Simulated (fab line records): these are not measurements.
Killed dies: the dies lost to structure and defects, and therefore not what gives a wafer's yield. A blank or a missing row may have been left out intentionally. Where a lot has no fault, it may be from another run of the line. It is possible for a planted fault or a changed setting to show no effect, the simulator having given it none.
Check for tools in common	flow n5_finfet	Sampled: 10 lots, 30 wafers

## WHY IT WAS OPENED
At N5_BEOL_M8_INSPECT_58 the reading raw_defect_count is flagged on 3 of 10 lots. No-fault wafers: 77, standard deviation 25.
Rule: flag the lot when none of its wafers has a number, or when each of its wafers that has one lies beyond 4 standard deviations from that mean. All remaining lots are regarded as sound.

lot	measured	on	raw_defect_count, wafer by wafer	flag
L502	day 10 16:27	defect_inspect-02	58 115 82	
L507	day 10 22:13	defect_inspect-01	45 48 50	
L506	day 11 02:20	defect_inspect-01	794 777 855	FLAGGED
L508	day 12 00:43	defect_inspect-01	783 818 762	FLAGGED
L510	day 12 01:54	defect_inspect-02	830 833 805	FLAGGED
L513	day 13 06:45	defect_inspect-02	75 117 91	
L512	day 13 15:01	defect_inspect-02	94 51 110	
L519	day 14 04:44	defect_inspect-02	76 76 69	
L520	day 15 03:28	defect_inspect-01	64 85 57	
L524	day 16 15:04	defect_inspect-02	100 68 87	
On average the flagged lots' numbers are 806, which is +729 against the usual, or +29 standard deviations.

## WHICH TOOL EACH LOT WENT THROUGH
The record holds 3 process steps before the reading, out of a route of 1938 steps. Cell contents, in order: the tool; ch with the chambers the sampled wafers went through; the start.
lot	flag	N5_BEOL_M8_TRENCH_ETCH_37	N5_BEOL_M8_ALD_77	N5_BEOL_M8_PRE_CLEAN_55
L502		rie_diel-06 ch 1,2, day 10 13:41 or earlier	ald_metal-04 ch 0,2, day 10 13:41	pecvd-01 ch 0,1,2, day 10 16:20
L507		rie_diel-01 ch 0,1,2, day 10 19:58 or earlier	ald_metal-04 ch 0,2,3, day 10 19:58	pecvd-02 ch 0,2, day 10 22:06
L506	FLAGGED	rie_diel-01 ch 0,2, day 10 20:33 or earlier	ald_metal-02 ch 0,1,2, day 10 20:33	pecvd-02 ch 0,1,2, day 11 02:13
L508	FLAGGED	rie_diel-06 ch 0,1,2, day 11 22:52 or earlier	ald_metal-03 ch 0,1,2, day 11 22:52	pecvd-02 ch 0,2, day 12 00:35
L510	FLAGGED	rie_diel-01 ch 0,1,3, day 11 23:46 or earlier	ald_metal-03 ch 1,3, day 11 23:46	pecvd-02 ch 1,2, day 12 01:47
L513		rie_diel-01 ch 0,2,3, day 13 03:13 or earlier	ald_metal-04 ch 0,2,3, day 13 03:13	pecvd-03 ch 1,2, day 13 06:38
L512		rie_diel-05 ch 1,2, day 13 10:42 or earlier	ald_metal-02 ch 0,3, day 13 10:42	pecvd-01 ch 0,2, day 13 14:53
L519		rie_diel-05 ch 0,2, day 14 01:32 or earlier	ald_metal-03 ch 0,2,3, day 14 01:32	pecvd-01 ch 0,1,2, day 14 04:37
L520		rie_diel-01 ch 0,2, day 15 01:26 or earlier	ald_metal-02 ch 1,2,3, day 15 01:26	pecvd-03 ch 0,1, day 15 03:21
L524		rie_diel-06 ch 2,3, day 16 13:02 or earlier	ald_metal-02 ch 0,1,3, day 16 13:02	pecvd-02 ch 0,2, day 16 14:56
What the steps here do:
- N5_BEOL_M8_TRENCH_ETCH_37: etches SiCOH lowk in C4F6/O2, target depth 93.478 nm, time 31.2 s.
- N5_BEOL_M8_ALD_77: deposits TaN, target thk 2 nm, pulse time 2 s, purge time 3 s.
- N5_BEOL_M8_PRE_CLEAN_55: time 15 s.
- N5_BEOL_M8_INSPECT_58: inspects for defects (darkfield).

## FLAGGED OVER TOTAL, TOOL BY TOOL (the gauges that took the reading come last)
step	tool	lots run	flagged	share of the flagged lots	sound lots run after its first flagged lot
N5_BEOL_M8_TRENCH_ETCH_37	rie_diel-01	5	2	some	2 (L513,L520)
N5_BEOL_M8_TRENCH_ETCH_37	rie_diel-05	2	0	none	-
N5_BEOL_M8_TRENCH_ETCH_37	rie_diel-06	3	1	some	1 (L524)
N5_BEOL_M8_ALD_77	ald_metal-02	4	1	some	3 (L512,L520,L524)
N5_BEOL_M8_ALD_77	ald_metal-03	3	2	some	1 (L519)
N5_BEOL_M8_ALD_77	ald_metal-04	3	0	none	-
N5_BEOL_M8_PRE_CLEAN_55	pecvd-01	3	0	none	-
N5_BEOL_M8_PRE_CLEAN_55	pecvd-02	5	3	all	1 (L524)
N5_BEOL_M8_PRE_CLEAN_55	pecvd-03	2	0	none	-
N5_BEOL_M8_INSPECT_58	defect_inspect-01	4	2	some	1 (L520)
N5_BEOL_M8_INSPECT_58	defect_inspect-02	6	1	some	4 (L513,L512,L519,L524)
N5_BEOL_M8_TRENCH_ETCH_37: start missing for some lots; hours and lot order therefore follow N5_BEOL_M8_ALD_77.

## WHAT THE TABLE PERMITS
In the table, 1 row covers all flagged lots: pecvd-02 at N5_BEOL_M8_PRE_CLEAN_55.
- pecvd-02 at N5_BEOL_M8_PRE_CLEAN_55: 3 of its 5 lots flagged. Sound lots ran on it after the first flagged one (L524), which a lasting fault on the whole tool wouldn't allow.
None of the table's rows ran every flagged lot and, after the first, no sound lot.

## WHAT THE SIMULATOR HAD INSERTED
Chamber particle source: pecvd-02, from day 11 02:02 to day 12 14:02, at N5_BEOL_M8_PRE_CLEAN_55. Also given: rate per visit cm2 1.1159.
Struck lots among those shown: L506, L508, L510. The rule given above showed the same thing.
